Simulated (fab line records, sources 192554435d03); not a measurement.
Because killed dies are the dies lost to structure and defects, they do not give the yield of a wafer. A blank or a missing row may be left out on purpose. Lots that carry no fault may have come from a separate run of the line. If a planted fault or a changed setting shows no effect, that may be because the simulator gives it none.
Lot-split experiment    flow n5-finfet    route with 1938 steps; 7 lots, 21 wafers read

SPLIT DETAILS
At N5_BEOL_M0_SAQP_PECVD_04 (deposits a-Si from SiH4/He, target thk 60 nm, time 60.2 s), the setting time-s was moved away from the recipe's 60.2 s on 7 of the 21 wafers read, by -13.1% to -4.7%. All remaining wafers had this setting at the recipe value.

FROM THE SPLIT TO THE READING: what the file shows between them, 5 steps
- N5_BEOL_M0_SAQP_THK_MEAS_05
- N5_BEOL_M0_SAQP_HM_DEP_111: deposits SiO2 from SiH4/N2O, target thk 12 nm, time 7.2 s
- N5_BEOL_M0_SAQP_COAT_81: time 60 s, resist thk 100 nm
- N5_BEOL_M0_SAQP_HM_OPEN_112: chemistry CHF3/O2, target SiO2, stops on a-Si, target depth 12 nm, time 13.5 s
- N5_BEOL_M0_SAQP_STRIP_113: strips in CHF3/O2

THE READING
oes-product-au, in a.u., at N5_BEOL_M0_SAQP_MANDREL_ETCH_20 (etches a-Si in HBr/Cl2, stops on SiNx, target depth 60 nm, bt time 10 s, time 30 s). Fault-free wafers of this fab line usually give 0.771 a.u., standard deviation 0.012 a.u.

wafer   tool, chamber at the split  time-s as run, s  against the recipe  oes-product-au, a.u.  against lot-mates on the recipe
L078.3  pecvd-03, 1                 60.2              recipe              0.768                 -
L078.4  pecvd-03, 0                 60.2              recipe              0.779                 -
L078.5  pecvd-03, 1                 56.04             -6.9%               0.739                 -0.035
L079.1  pecvd-01, 1                 60.2              recipe              0.790                 -
L079.4  pecvd-01, 1                 60.2              recipe              0.770                 -
L079.6  pecvd-01, 0                 60.2              recipe              0.769                 -
L082.2  pecvd-04, 2                 60.2              recipe              0.767                 -
L082.3  pecvd-04, 0                 60.2              recipe              0.763                 -
L082.6  pecvd-04, 1                 60.2              recipe              0.770                 -
L084.2  pecvd-03, 2,1               52.29             -13.1%              0.733                 -0.059
L084.3  pecvd-03, 2,1               52.29             -13.1%              0.702                 -0.090
L084.5  pecvd-03, 1                 60.2              recipe              0.792                 -
L085.2  pecvd-04, 2                 55.21             -8.3%               0.700                 -0.052
L085.3  pecvd-04, 0                 60.2              recipe              0.752                 -
L085.6  pecvd-04, 2                 55.21             -8.3%               0.730                 -0.022
L090.1  pecvd-03, 1                 60.2              recipe              0.769                 -
L090.2  pecvd-03, 0                 60.2              recipe              0.770                 -
L090.4  pecvd-03, 1                 60.2              recipe              0.782                 -
L092.2  pecvd-04, 0                 57.35             -4.7%               0.761                 +0.003
L092.5  pecvd-04, 1                 60.2              recipe              0.758                 -
L092.6  pecvd-04, 0                 57.35             -4.7%               0.747                 -0.011
When a row names more than one chamber, that row covers several wafers, and the file does not tell which wafer ran in which chamber.

THE FIT
A straight line over all 21 wafers: oes-product-au changes by +0.00472 a.u. for each +1% of time-s; r = +0.85; the points scatter about the line by 0.013 a.u.
The same after taking each lot's own level away (the mean of its wafers on the recipe; 21 wafers): +0.00514 a.u. for each +1%; r = +0.90; scatter 0.011 a.u.
According to that fit, moving time-s by its largest amount changes the reading by 0.068 a.u.
The span of the lots' own levels, 0.7520 to 0.7920 a.u., comes to 3.3 times the standard deviation stated above.
The two slopes agree, so the slope changes little with the lot-to-lot level.
Check: for one of the wafers moved furthest among these (-13.1%), held out of the fit, the line's prediction against its lot-mates is -0.0687 a.u. It came out at -0.059 a.u. against them.

OTHER SPLITS APPLIED TO THESE WAFERS
Note: prior to the reading, these wafers also went through further splits. Each is held against what the fit with the lots' levels taken away leaves over:
other split on the same wafers         wafers away from the commonest value  r with oes-product-au (lot level and that fit taken away)
N5_MOL_CONTACT_COAG_EXPOSE_81 dose-mj  4                                     -0.19
N5_BEOL_M0_SAQP_PECVD_96 time-s        8                                     -0.36

THE WHOLE CHAIN: every reading that the file lists as answering this split, in the file's order
step                                 what it does                                                                        reading                                                                                change (the file's fit)                    r (the file's)
N5_BEOL_M0_SAQP_PECVD_04             deposits a-Si from SiH4/He, target thk 60 nm, time 60.2 s                           a-Si_of_BEOL_M0_SAQP_PECVD_04.thk-nm (the simulator's own value, which no gauge read)  +0.628 nm for each +1% of the setting      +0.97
N5_BEOL_M0_SAQP_THK_MEAS_05                                                                                              thk-nm                                                                                 withheld for each +1% of the setting       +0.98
N5_BEOL_M0_SAQP_MANDREL_ETCH_20      etches a-Si in HBr/Cl2, stops on SiNx, target depth 60 nm, bt time 10 s, time 30 s  oes-product-au                                                                         +0.00497 a.u. for each +1% of the setting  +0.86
N5_BEOL_M0_SAQP_MANDREL_ETCH_20      etches a-Si in HBr/Cl2, stops on SiNx, target depth 60 nm, bt time 10 s, time 30 s  etch.depth-nm (the simulator's own value, which no gauge read)                         +0.63 nm for each +1% of the setting       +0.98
N5_BEOL_M0_SAQP_SPACER1_ETCHBACK_99  etches SiO2 in CHF3/O2, target depth 15.4 nm, time 7.7 s                            a-Si_of_BEOL_M0_SAQP_PECVD_04.thk-nm (the simulator's own value, which no gauge read)  +0.636 nm for each +1% of the setting      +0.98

THE FILE'S OWN FIT
oes-product-au changes by +0.00497 a.u. for each +1% of time-s, r = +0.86.
